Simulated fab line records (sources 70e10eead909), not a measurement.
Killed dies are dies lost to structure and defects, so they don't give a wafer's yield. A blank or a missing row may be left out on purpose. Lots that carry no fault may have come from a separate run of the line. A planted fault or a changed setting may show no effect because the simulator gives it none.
Struck lot and sound lot, side by side + flow nand-harc + 42 out of 1302 route steps
Sound: the wafers L481.1, L481.4, L481.6. Struck: wafers L493.2, L493.3 (left out: L493.5, a lot-mate that was not struck); the cause follows at the end.
For every step that has rows: the tool of each side, followed by ch and its chambers, followed by its first start. Under that, the readings that differ: sound wafers + struck wafers + difference of the means + sigmas: that difference in standard deviations of wafers without a fault.
alike: readings whose means differ by less than 2 such deviations, and words and numbers that are the same on both sides. not compared: withheld readings, readings that some wafer has no value for, bounds like >300 that may hide the same value, and numbers for which the record gives no deviation and whose values overlap.
The two part at a step that has a row with sigmas, a row that says differs or no value, or rows on one side only. Numbers that have no deviation but don't overlap get no sigmas and don't part them. A reading missing from all wafers of one side parts the sides only when that side holds two or more wafers.

first, 4 steps without rows for these wafers: NHARC_HYBRID_BOND_PRECLEAN_01 (cleans in DIW, time 300 s); NHARC_HYBRID_BOND_SRD_02 (time 30 s, dry time 20 s); NHARC_HYBRID_BOND_BOND_03; NHARC_HYBRID_BOND_ANNEAL_04 (time 7200 s).
NHARC_HYBRID_BOND_OVL_MEAS_05:
  struck on overlay-01, day 29 10:47; sound on overlay-01, day 24 05:28
  alike: overlay-x-nm, overlay-y-nm
NHARC_HYBRID_BOND_INSPECT_06: inspects for defects (ir void).
  struck on defect-inspect-02, day 29 10:50; sound on defect-inspect-01, day 24 05:32
  alike: raw-defect-count
next, for these wafers, 1 step has no rows: NHARC_THIN_TSV_GRIND_00.
NHARC_THIN_TSV_CMP_01: polishes.
  sound on cmp-01 ch 1,2, day 24 08:07; struck on cmp-02 ch 1,3, day 29 13:26
  alike: motor-current-A
NHARC_THIN_TSV_THK_MEAS_02: measures by ir.
  struck on film-metro-01, day 29 13:40; sound on film-metro-02, day 24 08:22
| reading     | sound          | struck    | difference | sigmas |
|-------------|----------------|-----------|------------|--------|
| thk-nm (nm) | 2658 2560 2571 | 3096 3333 | +618       | +3     |
then, 3 steps without rows for these wafers: NHARC_THIN_TSV_SRD_03; NHARC_THIN_TSV_PRECLEAN_41 (cleans in SC1); NHARC_THIN_TSV_SRD_42.
NHARC_THIN_TSV_DEP_43: deposits SiO2, target thk 1328.5 nm.
  sound on pecvd-01 ch 0,1,2, day 24 08:38; struck on pecvd-03 ch 0,1, day 29 13:53
  alike: rf-fwd-power-W, throttle-valve-pct
then, 8 steps without rows for these wafers: NHARC_THIN_TSV_DEHYDRATE_04 (time 120 s); NHARC_THIN_TSV_HMDS_05 (time 30 s); NHARC_THIN_TSV_COAT_06; NHARC_THIN_TSV_SOFTBAKE_07 (time 95 s); NHARC_THIN_TSV_EBR_08; NHARC_THIN_TSV_EXPOSE_09 (exposes mask TSV); NHARC_THIN_TSV_PEB_10 (peb time 85 s); NHARC_THIN_TSV_DEVELOP_11 (time 70 s).
NHARC_THIN_TSV_CD_MEAS_12: target cd 1000 nm.
  sound on cd-sem-02 ch 0, day 24 09:18; struck on cd-sem-01 ch 0, day 29 14:38
  alike: cd-nm
then, 4 steps without rows for these wafers: NHARC_THIN_TSV_HARDBAKE_13 (time 80 s); NHARC_THIN_TSV_DESCUM_14 (chemistry O2, time 3 s); NHARC_THIN_TSV_ETCH_44 (etches the open film in CF4/O2, target depth 1594.2 nm, time 797.1 s); NHARC_THIN_TSV_ETCH_15 (target depth 3000 nm, bosch target overetch cycles 2, bosch etch step 2.8 s).
NHARC_THIN_TSV_CD_MEAS_16:
  struck on cd-sem-03, day 29 15:35; sound on cd-sem-01, day 24 10:16
  alike: cd-nm
then, 3 steps without rows for these wafers: NHARC_THIN_TSV_STRIP_45 (strips in O2); NHARC_THIN_TSV_STRIP_46 (strips in post etch residue remover, time 1200 s); NHARC_THIN_TSV_DEP_47 (deposits SiO2, target thk 200 nm).
NHARC_THIN_TSV_ETCHBACK_48: etches the open film in C4F8/Ar, target depth 1028.5 nm, time 405.17 s.
  sound on rie-diel-06 ch 0,1, day 24 11:32; struck on rie-diel-03 ch 2,3, day 29 17:10
  alike: oes-product-au, rf-fwd-power-W, rf-vpp-V
  not compared: rf-hours-counter-h
NHARC_THIN_TSV_STRIP_62: strips in N2/H2, time 20 s.
  sound on plasma-asher-01 ch 0, day 24 11:54; struck on plasma-asher-01 ch 1, day 29 17:29
| reading                     | sound       | struck  | difference | sigmas |
|-----------------------------|-------------|---------|------------|--------|
| drypump-motor-current-A (A) | 5.8 5.8 5.8 | 4.7 4.7 | -1.1       | -2     |
| heater-power-w (W)          | 319 327 325 | 396 411 | +80        | +2     |
  alike: rf-refl-power-W
  not compared: rf-hours-counter-h
NHARC_THIN_TSV_DEGAS_49: time 120 s.
  struck on pvd-sputter-01, day 29 17:38; sound on pvd-sputter-03, day 24 12:04
  alike: heater-power-w
then, 1 step without rows for these wafers: NHARC_THIN_TSV_PRE_CLEAN_50 (time 30 s).
NHARC_THIN_TSV_PVD_19: deposits TaN, target thk 20 nm.
  sound on pvd-sputter-03; struck on pvd-sputter-01
  alike: throttle-valve-pct
then, 6 steps without rows for these wafers: NHARC_THIN_TSV_PVD_51 (deposits Cu, target thk 100 nm); NHARC_THIN_TSV_ECD_20 (material Cu, target thk 2000 nm); NHARC_THIN_TSV_ANNEAL_52 (time 90 s); NHARC_THIN_TSV_CMP_21 (polishes, t overpolish 30 s, target thk 2000 nm); NHARC_THIN_TSV_SRD_23; NHARC_THIN_TSV_DEGAS_53 (time 60 s).
NHARC_END_SORT_01:
  here the record holds rows for the struck wafers (prober-01 ch 0, day 30 05:18) but none for the sound ones

== WHERE THEY PART ==
First at NHARC_THIN_TSV_THK_MEAS_02; last, within this record, at NHARC_END_SORT_01.

WHY: the cause the simulator had injected
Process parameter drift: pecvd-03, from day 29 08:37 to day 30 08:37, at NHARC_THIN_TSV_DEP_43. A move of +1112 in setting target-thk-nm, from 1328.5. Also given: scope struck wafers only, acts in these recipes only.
